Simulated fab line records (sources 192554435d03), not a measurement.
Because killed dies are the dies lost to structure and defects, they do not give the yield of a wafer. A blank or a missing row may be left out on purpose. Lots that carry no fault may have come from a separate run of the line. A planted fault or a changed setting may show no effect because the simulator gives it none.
2 desks, one fault :: flow n5_finfet :: every desk sees just its own numbers, and what lay behind them comes last

THE METROLOGY DESK
What the gauges read for every lot (on any tool): the sampled wafers with a number, averaged. The brackets show how far a lot's mean lies from the usual mean; more than 4 standard deviations puts the lot out of limits, marked OUT. Readings shown: 7 out of 16 (the first out of limits, and those lying furthest out on some lot).
Columns: A = DIBL_N at N5_BEOL_M4_RC_MEAS_101, usual 36.3 mV/V; B = IOFF_N at N5_BEOL_M4_RC_MEAS_101, usual 0.157 nA/um; C = IOFF_N_85C at N5_BEOL_M4_RC_MEAS_101, usual 3.1 nA/um; D = IOFF_N_LIN at N5_BEOL_M4_RC_MEAS_101, usual 0.073 nA/um; E = ION_N at N5_BEOL_M4_RC_MEAS_101, usual 673 uA/um; F = REXT_N at N5_BEOL_M4_RC_MEAS_101, usual 75.0 ohm.um; G = SS_N at N5_BEOL_M4_RC_MEAS_101, usual 71.5 mV/dec
lot: L235
first seen here: day 3 17:53
A: 36.1
B: 0.173
C: 3.3
D: 0.079
E: 684
F: 75.7
G: 71.6

lot: L240
first seen here: day 4 23:26
A: 36.3
B: 0.151
C: 3.0
D: 0.071
E: 675
F: 75.3
G: 71.6

lot: L241
first seen here: day 5 04:19
A: 36.0
B: 0.158
C: 3.0
D: 0.071
E: 670
F: 73.0
G: 71.6

lot: L244
first seen here: day 6 01:26
A: 46.0 (+9.7) OUT
B: 0.393 (+11) OUT
C: 6.5 (+9.7) OUT
D: 0.141 (+8.2) OUT
E: 728 (+6.1) OUT
F: 65.4 (-6.4) OUT
G: 74.0 (+5.1) OUT

lot: L245
first seen here: day 6 06:17
A: 44.2 (+7.9) OUT
B: 0.367 (+10) OUT
C: 6.2 (+8.8) OUT
D: 0.137 (+7.8) OUT
E: 723 (+5.5) OUT
F: 67.2 (-5.2) OUT
G: 73.2

lot: L246
first seen here: day 6 13:58
A: 36.5
B: 0.186
C: 3.5
D: 0.087
E: 685
F: 74.0
G: 71.5

lot: L251
first seen here: day 7 17:31
A: 36.3
B: 0.133
C: 2.7
D: 0.063
E: 664
F: 77.6
G: 71.4

lot: L253
first seen here: day 8 05:20
A: 36.0
B: 0.143
C: 2.9
D: 0.069
E: 675
F: 75.6
G: 71.2

lot: L254
first seen here: day 8 12:37
A: 35.6
B: 0.144
C: 2.8
D: 0.067
E: 667
F: 77.7
G: 71.5
This desk's finding: out of limits on L244, L245; first on L244, day 10 21:08 (DIBL_N at N5_BEOL_M4_RC_MEAS_101). Within limits: L235, L240, L241, L246, L251, L253, L254.

FOR THE TOOL OWNER'S DESK: epi_rpcvd-02
The tool's own readings at N5_SD_EPI_N_VAPOR_ETCH_50 (etches Si in HCl, time 54 s): means of the sampled wafers that have a number, for each lot that ran on this tool. The brackets show how far a lot's mean lies from the usual mean; more than 4 standard deviations puts the lot out of limits, marked OUT.
Columns: A = susceptor_temp_C at N5_SD_EPI_N_VAPOR_ETCH_50, usual 775.1 C; B = throttle_valve_pct at N5_SD_EPI_N_VAPOR_ETCH_50, usual 11.7 %
lot: L235
first seen here: day 3 20:52
A: 774.7
B: 11.6

lot: L240
first seen here: day 5 02:57
A: 774.5
B: 11.5

lot: L241
first seen here: day 5 07:05
A: 775.0
B: 11.5

lot: L244
first seen here: day 6 04:13
A: 788.3 (+43) OUT
B: 11.5

lot: L245
first seen here: day 6 09:03
A: 788.0 (+42) OUT
B: 11.5
Finding of this desk: L244, L245 out of limits; the first was L244 at day 6 04:13, on susceptor_temp_C at N5_SD_EPI_N_VAPOR_ETCH_50. Within limits: L235, L240, L241.

BROUGHT TOGETHER
An alarm could have come from the tool owner's desk at day 6 04:13, on L244, L245.
At day 10 21:08 the metrology desk could have sounded an alarm, on L244, L245.
N5_SD_EPI_N_VAPOR_ETCH_50 was run on epi_rpcvd-02 by each of the lots named.

WHAT WAS PUT IN BY THE SIMULATOR
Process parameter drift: epi_rpcvd-02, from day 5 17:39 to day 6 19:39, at N5_SD_EPI_N_VAPOR_ETCH_50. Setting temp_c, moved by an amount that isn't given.
Shown lots that were struck: L244, L245.
Hours from the fault's start to each desk's first reading out of limits: the tool owner's desk, 11; the metrology desk, 123.
